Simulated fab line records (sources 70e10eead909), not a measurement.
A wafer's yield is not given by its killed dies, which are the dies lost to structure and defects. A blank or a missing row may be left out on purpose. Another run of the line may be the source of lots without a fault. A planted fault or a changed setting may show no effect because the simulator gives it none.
Comparing a struck lot with a sound one	flow nand_harc	12 steps out of a route of 1302
Sound: wafers L580.1, L580.5, L580.6. Struck: wafer L589.2 (left out: L589.1, L589.6 of the same lot, which were not struck); the cause appears at the end.
Each step with rows lists, per side, the tool, then ch with its chambers, then its first start. Under that, the readings that differ: sound wafers	struck wafers	difference of the means	sigmas: that difference in standard deviations of wafers without a fault.
alike: a reading whose means differ by less than 2 such deviations, as well as words and numbers matching on both sides. not compared: withheld readings; readings where some wafer has no value; bounds like >300 that might hide an equal value; numbers whose values overlap and for which the record gives no deviation.
A row with sigmas, a row that says differs or no value, or rows on one side alone: a step with any of these is where the two part. When numbers do not overlap yet have no deviation, they are printed without sigmas and do not part them. Lack of a reading on every wafer of one side parts them only where that side has two or more wafers.

NHARC_A_WL_FILL_ALD_02: deposits TiN, target thk 2 nm, pulse time 3 s, ald cycles 100.
  sound on ald_metal-01 ch 0,2,3, day 26 14:04; struck on ald_metal-01 ch 0, day 29 22:32
  alike: heater_power_w, precursor_pulse_height_rel
then, 2 steps without rows for these wafers: NHARC_A_WL_FILL_CVD_03 (deposits W, target thk 40 nm, time 279 s); NHARC_A_WL_FILL_ETCHBACK_04 (etches the open film in NF3, target depth 60 nm, time 120 s).
NHARC_A_WL_FILL_ETCHBACK_05: etches the open film in Cl2/BCl3, target depth 22 nm, time 60 s.
  sound on rie_metal-03 ch 0,1, day 26 15:03; struck on rie_metal-02 ch 0, day 29 23:35
reading	sound	struck	difference	sigmas
oes_product_au (a.u.)	0.988 0.988 0.981	1.014	+0.028	+3
  alike: drypump_motor_current_A
  not compared: rf_hours_counter_h
NHARC_A_WL_FILL_STRIP_27: strips in N2/H2, time 20 s.
  sound on plasma_asher-02 ch 0,1, day 26 15:13; struck on plasma_asher-02 ch 0, day 29 23:44
  alike: drypump_motor_current_A, heater_power_w
  not compared: rf_hours_counter_h
then, 4 steps without rows for these wafers: NHARC_A_WL_FILL_STRIP_28 (strips in post etch residue remover, time 1200 s); NHARC_A_WL_FILL_PRECLEAN_06 (cleans in DIW, time 300 s); NHARC_A_WL_FILL_SRD_07; NHARC_A_WL_FILL_ANNEAL_08 (time 1800 s).
NHARC_A_WL_FILL_ALD_10: deposits SiO2, target thk 50 nm, pulse time 10 s, ald cycles 500.
  sound on ald_hk-01 ch 1,2,3, day 26 22:59; struck on ald_hk-02 ch 3, day 30 05:38
  alike: heater_power_w, precursor_pulse_height_rel
NHARC_A_WL_FILL_ETCHBACK_16: etches the open film in C4F8/O2/Ar, target depth 120 nm, time 24 s.
  sound on rie_diel-04 ch 0,1,3, day 27 04:38; struck on rie_diel-04 ch 0, day 30 09:47
reading	sound	struck	difference	sigmas
oes_product_au (a.u.)	1.00 0.99 1.00	0.58	-0.42	-13
  alike: rf_vpp_V
  not compared: rf_hours_counter_h
NHARC_A_WL_FILL_STRIP_29: strips in O2, time 20 s.
  sound on rie_diel-04 ch 0,1,3, day 27 04:43; struck on rie_diel-04 ch 3, day 30 09:53
  alike: drypump_motor_current_A, oes_product_au, rf_vpp_V, showerhead_plenum_p_Torr, throttle_valve_pct
  not compared: rf_hours_counter_h

== WHERE THEY PART ==
Earliest at NHARC_A_WL_FILL_ETCHBACK_05; latest, in this record, at NHARC_A_WL_FILL_ETCHBACK_16. Later steps at which nothing parts them and some readings are alike: NHARC_A_WL_FILL_STRIP_29.

WHY: the cause the simulator had injected
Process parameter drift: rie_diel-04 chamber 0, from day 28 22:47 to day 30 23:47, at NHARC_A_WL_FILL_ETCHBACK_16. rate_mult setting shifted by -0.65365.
